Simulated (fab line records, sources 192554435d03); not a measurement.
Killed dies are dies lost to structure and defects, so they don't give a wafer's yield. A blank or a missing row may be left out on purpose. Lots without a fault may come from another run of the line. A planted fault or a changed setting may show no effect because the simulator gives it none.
Chamber matching | flow n5_finfet | N5_BEOL_M8_DESCUM_33 on rie_diel-03: 4 sister chambers
The step chemistry O2, time 7 s. 8 wafers are shown with their chamber, then 9 later ones without.

WAFERS WITH THEIR CHAMBER
wafer  | chamber | drypump_motor_current_A (A) | showerhead_plenum_p_Torr (Torr)
L082.4 | 3       | 5.5                         | 2.13
L083.2 | 1       | 6.3                         | 2.13
L085.1 | 3       | 5.4                         | 2.12
L085.3 | 2       | 5.4                         | 2.14
L085.4 | 0       | 5.8                         | 2.05
L089.3 | 2       | 5.3                         | 2.14
L089.4 | 0       | 5.8                         | 2.04
L089.6 | 1       | 6.3                         | 2.12

WAFERS WITHOUT THEIR CHAMBER
wafer  | drypump_motor_current_A (A) | showerhead_plenum_p_Torr (Torr)
L092.1 | 6.4                         | 2.12
L092.4 | 5.4                         | 2.12
L092.6 | 5.5                         | 2.12
L094.2 | 6.3                         | 2.12
L094.3 | 5.5                         | 2.12
L094.5 | 5.8                         | 2.04
L097.1 | 5.4                         | 2.13
L097.4 | 6.3                         | 2.11
L097.5 | 5.8                         | 2.04

WHICH CHAMBER EACH WENT THROUGH
wafer  | from the rows above     | in truth
L092.1 | 1                       | 1
L092.4 | 3                       | 3
L092.6 | 3                       | 3
L094.2 | 1                       | 1
L094.3 | 3                       | 3
L094.5 | 0                       | 0
L097.1 | can't be placed: 3 or 2 | 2
L097.4 | 1                       | 1
L097.5 | 0                       | 0
Placed correctly: 8 of 9. Can't be placed from these rows: 1 (the true chamber is among the candidates in 1). Placed wrongly: 0.
How it was worked out, from the rows above alone: a wafer's distance from a chamber is the root of the sum, over the readings, of the square of ((its reading less the chamber's mean) divided by the reading's scatter). The wafer belongs to the nearest chamber; if the next one is less than 2 further off, it can't be placed. A chamber's mean is the mean of its shown wafers. The scatter: the root of (the sum of the squares of (reading less its chamber's mean) over the shown wafers, divided by (wafers less chambers)).
